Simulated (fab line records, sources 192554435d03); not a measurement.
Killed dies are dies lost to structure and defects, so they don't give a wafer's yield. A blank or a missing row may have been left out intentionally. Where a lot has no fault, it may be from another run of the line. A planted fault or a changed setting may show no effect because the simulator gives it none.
Which of the tools did it?	flow n5-finfet	route of 1938 steps, sampled at 1 step: 22 lots, 66 wafers

== WHAT EACH GAUGE READ, for each wafer ==
N5_MOL_CONTACT_COAG_CD_MEAS_84 targets a cd of 25.1 nm. Usual: cd-nm at 25.05 nm, with a standard deviation of 0.29.
lot	measured	on	cd-nm (nm)	flag
L074	day 5 03:54	cd-sem-01	25.19 25.22 24.52	
L075	day 5 04:49	cd-sem-01	25.50 25.28 25.00	
L076	day 5 20:49	cd-sem-01	25.17 25.12 25.41	
L077	day 6 01:22	cd-sem-03	24.83 25.36 25.17	
L078	day 6 12:22	cd-sem-02	24.97 24.92 25.15	
L079	day 6 16:29	cd-sem-03	24.98 25.63 25.04	
L080	day 6 16:50	cd-sem-03	24.95 24.88 25.15	
L081	day 6 22:24	cd-sem-03	25.46 25.44 25.08	
L082	day 7 02:05	cd-sem-01	24.94 24.90 25.20	
L084	day 7 16:22	cd-sem-01	24.68 25.13 24.95	
L085	day 8 03:35	cd-sem-01	24.91 24.86 25.17	
L086	day 8 06:52	cd-sem-01	25.05 25.13 24.75	
L087	day 8 11:43	cd-sem-02	25.05 24.80 25.22	
L088	day 8 20:33	cd-sem-02	24.69 24.70 25.12	
L089	day 9 00:00	cd-sem-03	25.44 25.34 25.45	
L090	day 9 07:34	cd-sem-02	24.73 24.81 24.74	
L091	day 9 13:29	cd-sem-03	25.12 24.74 25.36	
L093	day 10 00:47	cd-sem-03	25.06 25.48 24.58	
L094	day 10 06:57	cd-sem-01	25.35 25.31 25.41	
L095	day 10 09:12	cd-sem-01	24.86 24.95 24.68	
L096	day 10 13:44	cd-sem-02	24.76 25.34 25.21	
L097	day 10 17:37	cd-sem-03	24.76 25.00 24.82	

== WHAT TOOL EACH LOT RAN ON (gives the tool, then ch and the chambers of the sampled wafers, and finally the start) ==
The record holds no process step before these readings.

== AS READ BY THE TOOLS THEMSELVES (means over the sampled wafers that have a number; for cases with no such wafer, the mark the record gives instead) ==
The record holds no such reading with a usual standard deviation.

== THE ANSWER, worked out from the rows above alone ==
Rule: lot off if the mean of its wafers having a number is beyond 3 standard deviations from the usual mean. Also off: a lot with no number at a reading for which 4 or more lots have one. Where the step has rows for the other lots, those lots are counted as sound. The gauges are gone through in route order, then the tools' own readings, and for those a lot's mean is taken as printed above. The first step at which some lot is off is used, and at that step the reading that is off furthest; a lot without a number counts as furthest.
No lot is off on any of the readings shown, so nothing can be concluded from this.

== WHAT THE SIMULATOR HAD INSERTED ==
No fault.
